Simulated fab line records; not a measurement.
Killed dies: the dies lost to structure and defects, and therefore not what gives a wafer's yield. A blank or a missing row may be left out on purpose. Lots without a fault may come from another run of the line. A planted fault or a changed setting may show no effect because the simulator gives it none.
Split-lot trial	flow n5_finfet	on a route of 1938 steps: 7 lots, 21 wafers read

== ABOUT THE SPLIT ==
At N5_SD_EPI_N_COAT_33 (time 60 s, resist thk 35 nm), the setting spin_rpm was moved away from the recipe's 1500 rpm on 9 of the 21 wafers read, by -10.3% to +9.7%. This setting was run at the recipe's value on the other wafers.

== SPLIT TO READING: what lies between them in the file, 1 step ==
- N5_SD_EPI_N_DESCUM_14: chemistry O2, time 7.9 s (also split here: time_s)

== THE READING ==
etch.depth_nm (the simulator's own value, which no gauge read), in nm, at N5_SD_EPI_N_ETCH_34 (etches SiARC in CF4, target depth 45.5 nm, time 75.8 s). There is no usual value for it anywhere in the file. Across the 12 wafers here that went through the recipe, the average is 35.04 nm and the standard deviation 0.12 nm.

wafer	tool, chamber at the split	spin_rpm as run, rpm	against the recipe	etch.depth_nm, nm	against lot-mates on the recipe
L075.4	litho_track-04, 0	1400	-6.7%	36.08	+1.26
L075.5	litho_track-04, 0	1400	-6.7%	36.06	+1.24
L075.6	litho_track-04, 0	1500	recipe	34.82	-
L076.1	litho_track-04, 0	1500	recipe	35.19	-
L076.3	litho_track-04, 0	1500	recipe	35.09	-
L076.6	litho_track-04, 0	1500	recipe	35.12	-
L077.1	litho_track-02, 0	1381	-7.9%	36.38	+1.41
L077.2	litho_track-02, 0	1500	recipe	35.08	-
L077.5	litho_track-02, 0	1500	recipe	34.86	-
L078.1	litho_track-02, 0	1422	-5.2%	35.79	+0.83
L078.4	litho_track-02, 0	1500	recipe	34.96	-
L078.5	litho_track-02, 0	1422	-5.2%	36.01	+1.05
L092.3	litho_track-04, 0	1500	recipe	35.2	-
L092.4	litho_track-04, 0	1500	recipe	35.08	-
L092.5	litho_track-04, 0	1645	+9.7%	33.48	-1.66
L095.3	litho_track-03, 0	1395	-7.0%	36.25	+1.31
L095.4	litho_track-03, 0	1395	-7.0%	36.22	+1.28
L095.5	litho_track-03, 0	1500	recipe	34.94	-
L096.1	litho_track-04, 0	1500	recipe	35.07	-
L096.2	litho_track-04, 0	1500	recipe	35.09	-
L096.4	litho_track-04, 0	1346	-10.3%	37.05	+1.97

THE FIT
A straight line over all 21 wafers: etch.depth_nm changes by -0.17 nm for each +1% of spin_rpm; r = -0.99; the points scatter about the line by 0.12 nm.
The same after taking each lot's own level away (the mean of its wafers on the recipe; 21 wafers): -0.182 nm for each +1%; r = -1.00; scatter 0.066 nm.
The reading moves by 1.9 nm for the largest change in spin_rpm, on that fit.
Across the lots, their own levels run from 34.820 to 35.140 nm, a range of 2.8 times the standard deviation given above.
The two slopes are in agreement: the lot-to-lot level therefore moves the slope only a little.
Check: +1.86 nm against its lot-mates is what the line predicts for one of the wafers moved furthest among these (-10.3%) when that wafer is left out of the fit. Against them it came out at +1.97 nm.

== OTHER SPLITS APPLIED TO THESE WAFERS ==
These wafers also went through other splits before the reading. Each is held against what the fit with the lots' levels taken away leaves over:
other split on the same wafers	wafers away from the commonest value	r with etch.depth_nm (lot level and that fit taken away)
N5_WELL_APT_EXPOSE_05 dose_mj	7	-0.24
N5_WELL_APT_DEVELOP_07 develop_time_s	6	-0.38
N5_PMOS_HMC_CHANNEL_EPI_PEB_07 peb_temp_c	8	-0.29
N5_PMOS_HMC_CHANNEL_EPI_DEVELOP_08 develop_time_s	6	+0.15
N5_FIN_CUT_COAT_19 spin_rpm	10	+0.15
N5_DUMMY_GATE_CVD_03 temp_c	18	+0.13
N5_SD_EPI_N_DESCUM_14 time_s	7	+0.16

== THE WHOLE CHAIN: every reading that the file lists as answering this split, in the file's order ==
step	what it does	reading	change (the file's fit)	r (the file's)
N5_SD_EPI_N_COAT_33	time 60 s, resist thk 35 nm	SiARC_of_SD_EPI_N_COAT_33.thk_nm (the simulator's own value, which no gauge read)	-0.183 nm for each +1% of the setting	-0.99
N5_SD_EPI_N_ETCH_34	etches SiARC in CF4, target depth 45.5 nm, time 75.8 s	etch_rf_on_time_s	withheld for each +1% of the setting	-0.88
N5_SD_EPI_N_ETCH_34	etches SiARC in CF4, target depth 45.5 nm, time 75.8 s	CAR-ArF-block_of_SD_EPI_N_COAT_03.thk_nm (the simulator's own value, which no gauge read)	+0.162 nm for each +1% of the setting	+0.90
N5_SD_EPI_N_ETCH_34	etches SiARC in CF4, target depth 45.5 nm, time 75.8 s	etch.depth_nm (the simulator's own value, which no gauge read)	-0.183 nm for each +1% of the setting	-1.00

== FILE'S OWN FIT ==
etch.depth_nm changes by -0.183 nm for each +1% of spin_rpm, r = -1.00.
